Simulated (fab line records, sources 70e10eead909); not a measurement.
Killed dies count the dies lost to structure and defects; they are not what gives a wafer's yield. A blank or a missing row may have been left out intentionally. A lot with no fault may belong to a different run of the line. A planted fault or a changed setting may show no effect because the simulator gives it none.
fab line records + flow nandHarc + part 2 of 2: steps 23 to 33 of 33
record:
- lots: 5
- wafers: 15
- lastDay: 32
route steps=1302 shown P_BONDPAD@352
lots with no fault: from the same line, run without faults
startH: the number of hours between the record's first day and the start of the first shown wafer of the lot + waitH: time in hours since the lot's previous step + " as in the row above + L1.1+2: one row covering several wafers at once + - either no value or no given start + * or withheld: withheld + < > ~ a bound
route shown NAME@n: names a module that has steps shown in the file, with the first one's number in the route + usual: mean and standard deviation over wafers with no fault + same: alike in all rows + chamber/n: place in a boat + sites: per-site readings + _std_site: the standard deviation of these + _edge_site: inner sites' mean taken away from outer sites' mean + radiusMm: how far each site lies from the wafer's centre + mask NAME#n: copy n + behind: tool/chamber where the wafer was last shaped + hold: why the lot went on hold/how many hours it stayed there/how the hold came to an end + device: names the non-switching transistor (n, p or np) + end of line: the tests these same wafers got at the end of their route + a step given without rows: its recipe and nothing more + killed: the dies lost at the first sort to structure and to defects; this is not the yield of the wafer + map: per-die view of a wafer (x killed, . not killed, _ where there is no die)
set.NAME: setting as actually run; set.NAME@STEP: the setting as run at that earlier step + model.NAME: the simulator's own value behind a step, which no gauge read
a table for each step, a row for each wafer; lots at some steps of the route
services: the hour from which a tool's chamber was out of use, counted from the record's first day as startH (under 0 if before that day), plus the number of hours and why
== steps ==
step: NHARC_P_BONDPAD_DEGAS_25
recipe:
- tempC: 300
- timeS: 60
usual:
- heaterPowerW: 459/44
| lot.wafer | tool          | chamber | startH | waitH | heaterPowerW |
|-----------|---------------|---------|--------|-------|--------------|
| L079.4    | pvdSputter-01 | -       | 187.15 | -     | 403          |
| L079.2    | "             | -       | "      | "     | 414          |
| L079.1    | "             | -       | "      | "     | 368          |
| L080.3    | pvdSputter-01 | -       | 192.41 | -     | 436          |
| L080.2    | "             | -       | "      | "     | 413          |
| L080.6    | "             | -       | "      | "     | 448          |
| L081.2    | pvdSputter-02 | -       | 210.69 | -     | 521          |
| L081.1    | "             | -       | "      | "     | 459          |
| L081.6    | "             | -       | "      | "     | 512          |
| L088.1    | pvdSputter-01 | -       | 280.15 | -     | 449          |
| L088.2    | "             | -       | "      | "     | 410          |
| L088.3    | "             | -       | "      | "     | 371          |
| L093.2    | pvdSputter-01 | -       | 325.54 | -     | 482          |
| L093.4    | "             | -       | "      | "     | 418          |
| L093.3    | "             | -       | "      | "     | 374          |
step: NHARC_P_BONDPAD_PRE_CLEAN_26
recipe:
- timeS: 30
- tempC: 280
- gas: H2/He
usual:
- heaterPowerW: 404/41
| lot.wafer | tool          | chamber | startH | waitH | heaterPowerW |
|-----------|---------------|---------|--------|-------|--------------|
| L079.1    | pvdSputter-01 | -       | -      | -     | 408          |
| L079.4    | "             | -       | "      | "     | 355          |
| L079.2    | "             | -       | "      | "     | 330          |
| L080.3    | pvdSputter-01 | -       | -      | -     | 356          |
| L080.2    | "             | -       | "      | "     | 394          |
| L080.6    | "             | -       | "      | "     | 350          |
| L081.2    | pvdSputter-02 | -       | -      | -     | 408          |
| L081.1    | "             | -       | "      | "     | 379          |
| L081.6    | "             | -       | "      | "     | 441          |
| L088.3    | pvdSputter-01 | -       | -      | -     | 423          |
| L088.2    | "             | -       | "      | "     | 376          |
| L088.1    | "             | -       | "      | "     | 390          |
| L093.3    | pvdSputter-01 | -       | -      | -     | 359          |
| L093.2    | "             | -       | "      | "     | 391          |
| L093.4    | "             | -       | "      | "     | 415          |
step: NHARC_P_BONDPAD_PVD_17
recipe:
- targetThkA: 50
- biasV: 168.6
- powerW: 15000
- chamberPressurePa: 0.12
- timeS: 8.06
- substrateTempC: 50
- material: TaN
usual:
- throttleValvePct: 30.1/1.1
| lot.wafer | tool          | chamber | startH | waitH | throttleValvePct |
|-----------|---------------|---------|--------|-------|------------------|
| L079.4    | pvdSputter-01 | -       | -      | -     | 30.4             |
| L079.2    | "             | -       | "      | "     | 30.9             |
| L079.1    | "             | -       | "      | "     | 30.9             |
| L080.2    | pvdSputter-01 | -       | -      | -     | 29.5             |
| L080.3    | "             | -       | "      | "     | 30.5             |
| L080.6    | "             | -       | "      | "     | 29.6             |
| L081.2    | pvdSputter-02 | -       | -      | -     | 30.9             |
| L081.1    | "             | -       | "      | "     | 27.9             |
| L081.6    | "             | -       | "      | "     | 29.8             |
| L088.2    | pvdSputter-01 | -       | -      | -     | 30.6             |
| L088.3    | "             | -       | "      | "     | 30.5             |
| L088.1    | "             | -       | "      | "     | 29.8             |
| L093.2    | pvdSputter-01 | -       | -      | -     | 30.8             |
| L093.4    | "             | -       | "      | "     | 30.0             |
| L093.3    | "             | -       | "      | "     | 29.5             |
step: NHARC_P_BONDPAD_PVD_27
recipe:
- targetThkA: 300
- chamberPressurePa: 5
- powerW: 5000
- substrateTempC: 30
- timeS: 20.49
- material: Cu
usual:
- throttleValvePct: 30.0/1.1
| lot.wafer | tool          | chamber | startH | waitH | throttleValvePct |
|-----------|---------------|---------|--------|-------|------------------|
| L079.1    | pvdSputter-01 | -       | -      | -     | 29.4             |
| L079.2    | "             | -       | "      | "     | 30.3             |
| L079.4    | "             | -       | "      | "     | 30.9             |
| L080.3    | pvdSputter-01 | -       | -      | -     | 29.6             |
| L080.2    | "             | -       | "      | "     | 30.6             |
| L080.6    | "             | -       | "      | "     | 30.9             |
| L081.1    | pvdSputter-02 | -       | -      | -     | 31.1             |
| L081.2    | "             | -       | "      | "     | 27.8             |
| L081.6    | "             | -       | "      | "     | 31.1             |
| L088.1    | pvdSputter-01 | -       | -      | -     | 29.7             |
| L088.2    | "             | -       | "      | "     | 30.6             |
| L088.3    | "             | -       | "      | "     | 30.6             |
| L093.4    | pvdSputter-01 | -       | -      | -     | 30.4             |
| L093.3    | "             | -       | "      | "     | 29.9             |
| L093.2    | "             | -       | "      | "     | 29.9             |
step: NHARC_P_BONDPAD_ECD_18
recipe:
- targetThkA: 4000
- bathTempC: 25
- material: Cu
usual:
- bathTempC: 24.99/0.12
| lot.wafer | tool     | chamber | startH | waitH | bathTempC |
|-----------|----------|---------|--------|-------|-----------|
| L079.2    | ecdCu-02 | 1       | 187.51 | -     | 25.01     |
| L079.1    | "        | 0       | "      | "     | 24.90     |
| L079.4    | "        | 1       | "      | "     | 25.04     |
| L080.2    | ecdCu-01 | 1       | 192.82 | -     | 25.07     |
| L080.3    | "        | 0       | "      | "     | 24.75     |
| L080.6    | "        | 0       | "      | "     | 24.79     |
| L081.1    | ecdCu-02 | 1       | 211.05 | -     | 24.96     |
| L081.2    | "        | 0       | "      | "     | 25.10     |
| L081.6    | "        | 0       | "      | "     | 25.13     |
| L088.1    | ecdCu-01 | 0       | 280.51 | -     | 24.84     |
| L088.2    | "        | 1       | "      | "     | 24.95     |
| L088.3    | "        | 0       | "      | "     | 24.95     |
| L093.2    | ecdCu-02 | 1       | 325.89 | -     | 25.00     |
| L093.3    | "        | 1       | "      | "     | 25.05     |
| L093.4    | "        | 0       | "      | "     | 25.00     |
step: NHARC_P_BONDPAD_ANNEAL_28
recipe:
- tempC: 225
- timeS: 90
usual:
- wafer_temp_C_max: 225.9/0.37
| lot.wafer | tool         | chamber | startH | waitH | wafer_temp_C_max |
|-----------|--------------|---------|--------|-------|------------------|
| L079.1    | rtpAnneal-02 | 0       | 187.89 | 0.3   | 226.4            |
| L079.2    | "            | 0       | "      | "     | 225.4            |
| L079.4    | "            | 0       | "      | "     | 226.0            |
| L080.2    | rtpAnneal-02 | 0       | 193.20 | -     | 226.4            |
| L080.3    | "            | 0       | "      | "     | 226.2            |
| L080.6    | "            | 0       | "      | "     | 226.0            |
| L081.1    | rtpAnneal-02 | 0       | 211.43 | 0.3   | 226.3            |
| L081.2    | "            | 0       | "      | "     | 226.1            |
| L081.6    | "            | 0       | "      | "     | 226.3            |
| L088.1    | rtpAnneal-01 | 0       | 280.89 | -     | 225.6            |
| L088.2    | "            | 0       | "      | "     | 225.9            |
| L088.3    | "            | 0       | "      | "     | 225.5            |
| L093.2    | rtpAnneal-01 | 0       | 326.32 | -     | 225.5            |
| L093.3    | "            | 0       | "      | "     | 225.3            |
| L093.4    | "            | 0       | "      | "     | 225.8            |
step: NHARC_P_BONDPAD_CMP_19
recipe:
- tOverpolishS: 30
- cuRecessTouchS: 16
- targetThkNm: 160.81
usual:
- motorCurrentA: 12.1/1.5
- overpolishRunS: 30.000/0.0096
| lot.wafer | tool   | chamber | startH | waitH | motorCurrentA | overpolishRunS |
|-----------|--------|---------|--------|-------|---------------|----------------|
| L079.2    | cmp-02 | 3       | 188.24 | -     | 12.9          | 30.011         |
| L079.4    | "      | 1       | "      | "     | 12.2          | 29.999         |
| L079.1    | "      | 2       | "      | "     | 12.4          | 30.001         |
| L080.3    | cmp-03 | 2       | 193.52 | -     | 11.4          | 30.006         |
| L080.2    | "      | 3       | "      | "     | 14.9          | 29.992         |
| L080.6    | "      | 1       | "      | "     | 12.8          | 30.000         |
| L081.1    | cmp-03 | 2       | 211.77 | -     | 10.6          | 29.997         |
| L081.2    | "      | 0       | "      | "     | 11.7          | 30.009         |
| L081.6    | "      | 3       | "      | "     | 14.4          | 30.009         |
| L088.2    | cmp-03 | 0       | 281.24 | -     | 12.6          | 29.996         |
| L088.1    | "      | 1       | "      | "     | 13.1          | 29.987         |
| L088.3    | "      | 2       | "      | "     | 10.9          | 30.014         |
| L093.2    | cmp-03 | 3       | 326.61 | -     | 14.4          | 29.995         |
| L093.4    | "      | 0       | "      | "     | 12.7          | 30.013         |
| L093.3    | "      | 1       | "      | "     | 12.4          | 29.979         |
step: NHARC_P_BONDPAD_THK_MEAS_20
recipe:
- thkMeasGauge: xrf
usual:
- thkNm: 160.8/1.3
| lot.wafer | tool         | chamber | startH | waitH | thkNm |
|-----------|--------------|---------|--------|-------|-------|
| L079.1    | filmMetro-01 | -       | 188.56 | -     | 160.6 |
| L079.2    | "            | -       | "      | "     | 160.7 |
| L079.4    | "            | -       | "      | "     | 160.8 |
| L080.2    | filmMetro-01 | -       | 193.82 | -     | 160.2 |
| L080.3    | "            | -       | "      | "     | 160.7 |
| L080.6    | "            | -       | "      | "     | 160.6 |
| L081.1    | filmMetro-01 | -       | 212.09 | -     | 160.8 |
| L081.2    | "            | -       | "      | "     | 164.2 |
| L081.6    | "            | -       | "      | "     | 160.8 |
| L088.1    | filmMetro-02 | -       | 281.56 | -     | 161.6 |
| L088.2    | "            | -       | "      | "     | 161.2 |
| L088.3    | "            | -       | "      | "     | 159.3 |
| L093.2    | filmMetro-01 | -       | 326.93 | -     | 161.3 |
| L093.3    | "            | -       | "      | "     | 161.9 |
| L093.4    | "            | -       | "      | "     | 163.0 |
step: NHARC_P_BONDPAD_SRD_21
recipe:
- timeS: 30
- tempC: 23
- dryTimeS: 20
- spinRpm: 1500
| lot.wafer  | tool        | chamber | startH | waitH |
|------------|-------------|---------|--------|-------|
| L079.1+2+4 | wetBench-08 | 2,6,7   | 188.60 | 0.0   |
| L080.2+6+3 | wetBench-08 | 6,7,3   | 193.86 | 0.0   |
| L081.2+1+6 | wetBench-10 | 4,0,1   | 212.14 | 0.0   |
| L088.2+3+1 | wetBench-10 | 4,6,1   | 281.60 | 0.0   |
| L093.4+2+3 | wetBench-08 | 6,7,0   | 326.99 | 0.1   |
step: NHARC_P_BONDPAD_INSPECT_23
usual:
- rawDefectCount: 344/110
| lot.wafer | tool             | chamber | startH | waitH | rawDefectCount |
|-----------|------------------|---------|--------|-------|----------------|
| L079.1    | defectInspect-01 | -       | 188.81 | 0.0   | 331            |
| L079.2    | "                | -       | "      | "     | 579            |
| L079.4    | "                | -       | "      | "     | 472            |
| L080.2    | defectInspect-02 | -       | 194.07 | 0.0   | 336            |
| L080.3    | "                | -       | "      | "     | 373            |
| L080.6    | "                | -       | "      | "     | 273            |
| L081.1    | defectInspect-02 | -       | 212.30 | 0.0   | 198            |
| L081.2    | "                | -       | "      | "     | 168            |
| L081.6    | "                | -       | "      | "     | 215            |
| L088.1    | defectInspect-02 | -       | 281.76 | 0.0   | 455            |
| L088.2    | "                | -       | "      | "     | 279            |
| L088.3    | "                | -       | "      | "     | 608            |
| L093.2    | defectInspect-02 | -       | 327.16 | 0.0   | 265            |
| L093.3    | "                | -       | "      | "     | 169            |
| L093.4    | "                | -       | "      | "     | 200            |
step: NHARC_P_BONDPAD_ACTIVATE_29
recipe:
- timeS: 60
- n2FlowSccm: 200
- arFlowSccm: 0
- biasPowerW: 0
- chemistry: N2
usual:
- drypumpMotorCurrentA: 5.8/0.53
- oesProductAu: 1.000/0.0072
- rfVppV: 64.1/0.87
- showerheadPlenumPTorr: 1.75/0.077
same:
- biasPowerW: 0
| lot.wafer | tool       | chamber | startH | waitH | drypumpMotorCurrentA | oesProductAu | rfHoursCounterH | rfVppV | showerheadPlenumPTorr |
|-----------|------------|---------|--------|-------|----------------------|--------------|-----------------|--------|-----------------------|
| L079.4    | rieDiel-09 | 2       | 188.88 | 0.1   | 5.9                  | 0.998        | 2.0             | 64.1   | 1.77                  |
| L079.1    | "          | 3       | "      | "     | 4.9                  | 0.989        | 2.1             | 63.9   | 1.70                  |
| L079.2    | "          | 1       | "      | "     | 6.2                  | 0.998        | 1.9             | 63.7   | 1.91                  |
| L080.3    | rieDiel-09 | 2       | 194.13 | 0.1   | 5.9                  | 1.002        | 3.0             | 64.5   | 1.77                  |
| L080.2    | "          | 3       | "      | "     | 4.9                  | 0.983        | 2.9             | 63.0   | 1.70                  |
| L080.6    | "          | 3       | "      | "     | 4.9                  | 1.000        | -               | 64.0   | 1.70                  |
| L081.2    | rieDiel-08 | 3       | 212.38 | 0.1   | 6.2                  | 0.995        | 0.6             | 64.5   | 1.70                  |
| L081.1    | "          | 1       | "      | "     | 6.1                  | 0.989        | 0.5             | 62.1   | 1.69                  |
| L081.6    | "          | 2       | "      | "     | 5.9                  | 0.989        | -               | 64.8   | 1.74                  |
| L088.1    | rieDiel-08 | 1       | 281.84 | 0.1   | 6.1                  | 1.007        | 1.7             | 64.6   | 1.69                  |
| L088.2    | "          | 2       | "      | "     | 5.9                  | 1.001        | 2.0             | 62.6   | 1.74                  |
| L088.3    | "          | 3       | "      | "     | 6.2                  | 1.008        | 2.0             | 63.4   | 1.69                  |
| L093.2    | rieDiel-08 | 2       | 327.23 | 0.1   | 5.9                  | 0.992        | 3.2             | 62.8   | 1.74                  |
| L093.4    | "          | 3       | "      | "     | 6.2                  | 1.010        | 3.3             | 64.2   | 1.69                  |
| L093.3    | "          | 0       | "      | "     | 5.6                  | 0.999        | 3.2             | 64.1   | 1.84                  |
== services ==
| tool          | chamber | startH | hours | kind   |
|---------------|---------|--------|-------|--------|
| ecdCu-01      | -       | 163.47 | 8.0   | pm     |
| cmp-03        | -       | 164.31 | 4.0   | pm     |
| wetBench-10   | -       | 174.05 | 21.6  | repair |
| rieDiel-06    | 2       | 177.31 | 5.3   | repair |
| krfScanner-04 | -       | 182.48 | 4.0   | pm     |
| rieDiel-08    | -       | 190.80 | 9.0   | pm     |
| rieDiel-08    | 0       | 206.96 | 5.8   | repair |
| cmp-03        | -       | 215.15 | 0.8   | repair |
| pvdSputter-01 | -       | 223.88 | 3.4   | repair |
| krfScanner-03 | -       | 224.00 | 4.0   | pm     |
| lithoTrack-02 | -       | 227.00 | 7.0   | pm     |
| ecdCu-02      | -       | 244.00 | 8.0   | pm     |
| rieDiel-08    | 1       | 256.28 | 6.1   | repair |
| cmp-03        | -       | 262.38 | 4.0   | pm     |
| lithoTrack-03 | -       | 275.00 | 7.0   | pm     |
| pvdSputter-02 | -       | 282.00 | 10.0  | pm     |
| pvdSputter-01 | -       | 288.30 | 2.2   | repair |
| wetBench-08   | -       | 294.40 | 8.0   | pm     |
| lithoTrack-05 | -       | 299.01 | 7.0   | pm     |
| wetBench-10   | -       | 311.20 | 8.0   | pm     |
| rieDiel-08    | 0       | 311.55 | 3.4   | repair |
| rieDiel-09    | 2       | 311.94 | 14.3  | repair |
| rieDiel-09    | -       | 319.04 | 0.4   | repair |
| rieDiel-09    | -       | 320.23 | 9.0   | pm     |
